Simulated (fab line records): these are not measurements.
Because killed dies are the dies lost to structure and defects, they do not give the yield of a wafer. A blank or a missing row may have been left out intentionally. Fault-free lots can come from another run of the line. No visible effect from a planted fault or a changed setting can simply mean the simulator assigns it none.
A struck lot beside a sound one || flow nand_harc || 16 out of 1302 route steps
Sound: these wafers, L185.2, L185.3, L185.4. Struck: wafer L190.6 (left out: L190.4, L190.5 of the same lot, which were not struck); the cause appears at the end.
At each step with rows: each side's tool, then ch and its chambers, then its first start. Under that, the readings that differ: sound wafers || struck wafers || difference of the means || sigmas: that difference in standard deviations of wafers without a fault.
alike: a reading whose means differ by less than 2 such deviations, as well as words and numbers matching on both sides. not compared: withheld readings; readings where some wafer has no value; bounds like >300 that might hide an equal value; numbers whose values overlap and for which the record gives no deviation.
The two part at a step that has a row with sigmas, a row that says differs or no value, or rows on one side only. When numbers do not overlap yet have no deviation, they are printed without sigmas and do not part them. A reading missing from all wafers of one side parts the sides only when that side holds two or more wafers.

NHARC_P_M2_ETCH_35: etches the open film in N2/H2, target depth 40 nm, overetch 12 nm, time 43.94 s.
  sound on rie_diel-10 ch 0,1,2, day 7 15:40; struck on rie_diel-10 ch 3, day 9 22:17
  alike: drypump_motor_current_A, h2_flow_sccm, mfc_ar_sccm, oes_product_au, rf_vpp_V, showerhead_plenum_p_Torr, throttle_valve_pct
  not compared: rf_hours_counter_h
then, 1 step without rows for these wafers: NHARC_P_M2_ETCH_15 (etches the open film in C4F8/Ar, target depth 182.5 nm, time 91.2 s).
NHARC_P_M2_CD_MEAS_16:
  sound on cd_sem-02 at day 7 15:53; struck on cd_sem-02 at day 9 22:31
  alike: cd_nm
NHARC_P_M2_STRIP_18: strips in N2/H2.
  sound on rie_diel-12 ch 1,2,3, day 7 15:59; struck on rie_diel-13 ch 0, day 9 22:41
  alike: drypump_motor_current_A, h2_flow_sccm, mfc_ar_sccm, oes_product_au, rf_vpp_V, showerhead_plenum_p_Torr, throttle_valve_pct
  not compared: rf_hours_counter_h
then, 2 steps without rows for these wafers: NHARC_P_M2_ETCH_28 (etches the open film in CF4/N2, target depth 30 nm, time 72.99 s); NHARC_P_M2_STRIP_19 (strips in post etch residue remover, time 600 s).
NHARC_P_M2_DEGAS_29: time 60 s.
  sound on pvd_sputter-02 at day 7 16:40; struck on pvd_sputter-01 at day 9 23:17
  alike: heater_power_w
NHARC_P_M2_PRE_CLEAN_30: time 30 s.
  sound on pvd_sputter-02; struck on pvd_sputter-01
{"reading": "heater_power_w (W)", "sound": "397 437 461", "struck": 507, "difference": "+75", "sigmas": "+2"}
then, 3 steps without rows for these wafers: NHARC_P_M2_PVD_20 (deposits TaN, target thk 5 nm, time 8.06 s); NHARC_P_M2_PVD_21 (deposits Cu, target thk 30 nm, time 20.49 s); NHARC_P_M2_ECD_22 (material Cu, target thk 400 nm).
NHARC_P_M2_ANNEAL_31: time 90 s.
  sound on rtp_anneal-01 ch 0, day 7 17:26; struck on rtp_anneal-02 ch 0, day 10 00:13
{"reading": "wafer_temp_C_max", "sound": "225.95 225.57 225.82", "struck": 226.50, "difference": "+0.72", "sigmas": "+3"}
  alike: anneal_temp_c
NHARC_P_M2_CMP_23: polishes, t overpolish 20 s, target thk 144.3 nm.
  sound on cmp-02 ch 0,1,2, day 7 17:44; struck on cmp-02 ch 2, day 10 00:29
{"reading": "time_to_endpoint_s (s)", "sound": "31.4 31.8 30.2", "struck": 15.9, "difference": -15.2, "sigmas": -7}
  alike: motor_current_A
NHARC_P_M2_THK_MEAS_24: measures by xrf.
  sound on film_metro-02 at day 7 18:03; struck on film_metro-02 at day 10 00:43
{"reading": "thk_nm (nm)", "sound": "142.7 145.2 145.1", "struck": 138.1, "difference": -6.2, "sigmas": -5}
following that, these wafers have no rows for 1 step: NHARC_P_M2_SRD_25.
-- jump in the record: it breaks off in module P_M2 and resumes in module END (first step shown: number 1302 of the route), and 18 days separate the struck wafers' starts before and after --
NHARC_END_SORT_01:
  here the record holds rows for the struck wafers (prober-01 ch 0, day 28 05:24) but none for the sound ones

## WHERE THEY PART
Last at NHARC_END_SORT_01 as far as this record goes, first at NHARC_P_M2_PRE_CLEAN_30.

WHY: what the simulator had put in
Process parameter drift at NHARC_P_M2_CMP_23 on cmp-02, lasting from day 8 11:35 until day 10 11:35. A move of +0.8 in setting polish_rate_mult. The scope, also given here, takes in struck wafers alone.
